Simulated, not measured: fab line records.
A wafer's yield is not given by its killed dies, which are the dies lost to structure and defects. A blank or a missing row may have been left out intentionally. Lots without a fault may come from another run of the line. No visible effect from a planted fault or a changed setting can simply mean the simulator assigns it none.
Split-lot experiment ; flow n5_finfet ; route with 1938 steps; 7 lots, 21 wafers read

THE SPLIT
At N5_WELL_APT_COAT_02 (resist thk 950 nm), the setting spin_rpm was moved away from the recipe's 1357 rpm on 9 of the 21 wafers read, by -6.8% to +9.1%. For the rest of the wafers, this setting stayed at what the recipe calls for.

There is no step in the file separating the split from the reading.

THE READING
coat_of_WELL_APT_COAT_02.thk_nm (the simulator's own value, which no gauge read), in nm, at N5_WELL_APT_DEVELOP_07 (develop time 45 s). The file does not state a usual value for it. Here, 12 wafers ran the recipe; their average is 934.4 nm with a standard deviation of 3 nm.

wafer;tool, chamber at the split;spin_rpm as run, rpm;against the recipe;coat_of_WELL_APT_COAT_02.thk_nm, nm;against lot-mates on the recipe
L076.1;litho_track-01, 0;1309;-3.5%;946.6;+18.4
L076.5;litho_track-01, 0;1357;recipe;928.2;-
L076.6;litho_track-01, 0;1309;-3.5%;945.9;+17.7
L080.2;litho_track-01, 0;1293;-4.7%;954.5;+21.5
L080.4;litho_track-01, 0;1357;recipe;933.2;-
L080.5;litho_track-01, 0;1357;recipe;932.7;-
L081.2;litho_track-02, 0;1357;recipe;936;-
L081.3;litho_track-02, 0;1480;+9.1%;896.9;-41.3
L081.4;litho_track-02, 0;1357;recipe;940.4;-
L084.3;litho_track-01, 0;1265;-6.8%;973.4;no lot-mate on the recipe
L084.5;litho_track-01, 0;1265;-6.8%;970.9;no lot-mate on the recipe
L084.6;litho_track-01, 0;1265;-6.8%;971.4;no lot-mate on the recipe
L091.1;litho_track-01, 0;1357;recipe;935.2;-
L091.4;litho_track-01, 0;1357;recipe;934.4;-
L091.5;litho_track-01, 0;1357;recipe;937.6;-
L093.3;litho_track-02, 0;1410;+3.9%;919.3;-16.2
L093.5;litho_track-02, 0;1357;recipe;935.5;-
L093.6;litho_track-02, 0;1410;+3.9%;920.1;-15.4
L094.1;litho_track-01, 0;1357;recipe;930.9;-
L094.2;litho_track-01, 0;1357;recipe;933.4;-
L094.5;litho_track-01, 0;1357;recipe;935.3;-

FIT RESULTS
A straight line over all 21 wafers: coat_of_WELL_APT_COAT_02.thk_nm changes by -4.64 nm for each +1% of spin_rpm; r = -0.98; the points scatter about the line by 3.9 nm.
The same after taking each lot's own level away (the mean of its wafers on the recipe; 18 wafers): -4.56 nm for each +1%; r = -0.99; scatter 1.5 nm.
Per that fit: largest spin_rpm move, reading shift of 41 nm.
The span of the lots' own levels, 928.20 to 938.20 nm, comes to 3.3 times the standard deviation stated above.
Consequently the slope shifts little with the lot-to-lot level, the two slopes agreeing.
Check: -40.4 nm against its lot-mates is what the line predicts for one of the wafers moved furthest among these (+9.1%) when that wafer is left out of the fit. It came out at -41.3 nm against them.

THE WHOLE CHAIN: every reading that the file lists as answering this split, in the file's order
step;what it does;reading;change (the file's fit);r (the file's)
N5_WELL_APT_COAT_02;resist thk 950 nm;coat_of_WELL_APT_COAT_02.thk_nm (the simulator's own value, which no gauge read);-4.55 nm for each +1% of the setting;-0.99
N5_WELL_APT_DEVELOP_07;develop time 45 s;coat_of_WELL_APT_COAT_02.thk_nm (the simulator's own value, which no gauge read);-4.56 nm for each +1% of the setting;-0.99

FILE'S OWN FIT
coat_of_WELL_APT_COAT_02.thk_nm changes by -4.56 nm for each +1% of spin_rpm, r = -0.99.
